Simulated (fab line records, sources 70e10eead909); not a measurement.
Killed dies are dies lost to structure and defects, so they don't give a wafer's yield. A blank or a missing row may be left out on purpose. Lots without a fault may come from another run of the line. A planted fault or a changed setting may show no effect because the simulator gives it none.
Which tool did it? | flow nand_harc | 6 lots, 18 wafers sampled, at 3 steps of a route of 1159

WHAT THE GAUGES READ, wafer by wafer
NHARC_THIN_TSV_THK_MEAS_02: measures by ir.
lot  | measured     | on            | thk_nm (nm)
L555 | day 18 19:48 | film_metro-02 | 2665 2950 2855
L557 | day 19 08:13 | film_metro-02 | 3036 2987 2632
L563 | day 21 00:14 | film_metro-02 | 2978 2993 3011
L572 | day 22 19:11 | film_metro-02 | 2780 2766 2947
L574 | day 23 02:45 | film_metro-01 | 2737 2751 2801
L578 | day 24 06:02 | film_metro-02 | 2969 3162 3078

WHICH TOOL RAN EACH LOT (tool, then ch and the chambers of the sampled wafers, then the start)
lot  | NHARC_A_CONTACT_ETCH_127             | NHARC_A_BONDPAD_ETCH_34
L555 | har_cap_etch-02 ch 0,1, day 17 01:31 | rie_diel-11 ch 0,2, day 18 04:20
L557 | har_cap_etch-02 ch 0,1, day 17 16:24 | rie_diel-11 ch 1,2,3, day 18 17:23
L563 | har_cap_etch-01 ch 1, day 19 01:40   | rie_diel-12 ch 0,3, day 20 07:35
L572 | har_cap_etch-03 ch 0,1, day 20 15:43 | rie_diel-11 ch 1,2, day 22 03:25
L574 | har_cap_etch-03 ch 0,1, day 21 12:48 | rie_diel-11 ch 0,2, day 22 12:27
L578 | har_cap_etch-02 ch 0,1, day 22 13:29 | rie_diel-12 ch 0,2, day 23 16:05
- NHARC_A_CONTACT_ETCH_127: etches the open film in C4F8/O2/Ar, time 155 s, target depth 956 nm.
- NHARC_A_BONDPAD_ETCH_34: etches the open film in N2/H2, target depth 60 nm, overetch 18 nm, time 65.91 s.

THE ANSWER, worked out from the rows above alone
Rule: what is usual is taken from the lots themselves. Put in order of their means at a reading, lots are off if they are a third of the lots or fewer, leave a main group of 4 or more, and stand apart from it by a gap of 3 or more times the standard deviation of the main group's means; of several such gaps the widest counts. A main group whose means are all the same, to the digits that the tables above print for the reading, isn't used. A lot without any number at a reading at which 4 lots or more have one is off too. The other lots that the step has rows for count as sound.
No lot is off at any reading shown: from this, nothing can be told.

WHAT THE SIMULATOR HAD PUT IN
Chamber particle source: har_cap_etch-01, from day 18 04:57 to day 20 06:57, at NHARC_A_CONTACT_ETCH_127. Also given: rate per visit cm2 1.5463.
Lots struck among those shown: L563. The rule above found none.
